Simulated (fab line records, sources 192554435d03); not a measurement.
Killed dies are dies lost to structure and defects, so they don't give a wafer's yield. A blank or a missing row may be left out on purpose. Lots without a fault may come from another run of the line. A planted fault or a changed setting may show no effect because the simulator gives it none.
Which tool did it? | flow n5_finfet | 24 lots, 72 wafers sampled, at 1 step of a route of 1938

WHAT THE GAUGES READ, wafer by wafer
N5_BEOL_M13_THK_MEAS_01. Usual: M13_ILD_THK 841 nm, standard deviation 12.
lot  | measured     | on            | M13_ILD_THK (nm) | flag
L074 | day 10 09:26 | film_metro-01 | 841 849 857      |
L075 | day 10 18:42 | film_metro-01 | 846 842 852      |
L076 | day 11 02:18 | film_metro-02 | 835 842 859      |
L077 | day 11 13:28 | film_metro-01 | 830 844 867      |
L078 | day 11 20:47 | film_metro-02 | 839 841 858      |
L079 | day 12 04:11 | film_metro-01 | 841 842 822      |
L080 | day 12 08:04 | film_metro-01 | 845 873 844      |
L081 | day 12 17:32 | film_metro-02 | 826 863 846      |
L083 | day 13 00:18 | film_metro-02 | 829 859 852      |
L082 | day 13 01:12 | film_metro-01 | 837 835 846      |
L085 | day 13 05:20 | film_metro-01 | 826 845 848      |
L084 | day 13 09:47 | film_metro-01 | 830 850 857      |
L086 | day 14 00:37 | film_metro-02 | 821 829 833      |
L087 | day 14 01:03 | film_metro-02 | 818 841 829      |
L088 | day 14 01:29 | film_metro-01 | 836 844 853      |
L089 | day 14 03:39 | film_metro-01 | 825 842 860      |
L090 | day 14 19:04 | film_metro-01 | 825 823 823      |
L091 | day 14 20:27 | film_metro-01 | 820 838 850      |
L092 | day 15 01:07 | film_metro-02 | 822 832 844      |
L095 | day 15 22:02 | film_metro-01 | 822 819 832      |
L094 | day 16 00:53 | film_metro-02 | 844 845 854      |
L093 | day 16 06:13 | film_metro-01 | 821 818 842      |
L096 | day 16 14:38 | film_metro-01 | 832 836 851      |
L097 | day 16 18:08 | film_metro-01 | 840 850 841      |

WHICH TOOL RAN EACH LOT (tool, then ch and the chambers of the sampled wafers, then the start)
The record holds no process step before these readings.

WHAT THE TOOLS THEMSELVES READ (means of the sampled wafers that have a number; where no wafer has one, the mark that the record gives instead)
The record holds no such reading with a usual standard deviation.

THE ANSWER, worked out from the rows above alone
Rule: a lot is off if the mean of its wafers that have a number lies more than 3 standard deviations from the usual mean. A lot without any number at a reading at which 4 lots or more have one is off too. The other lots that the step has rows for count as sound. The gauges are gone through in route order, then the tools' own readings, and for those a lot's mean is taken as printed above. The first step at which some lot is off is used, and at that step the reading that is off furthest; a lot without a number counts as furthest.
No lot is off at any reading shown: from this, nothing can be told.

WHAT THE SIMULATOR HAD PUT IN
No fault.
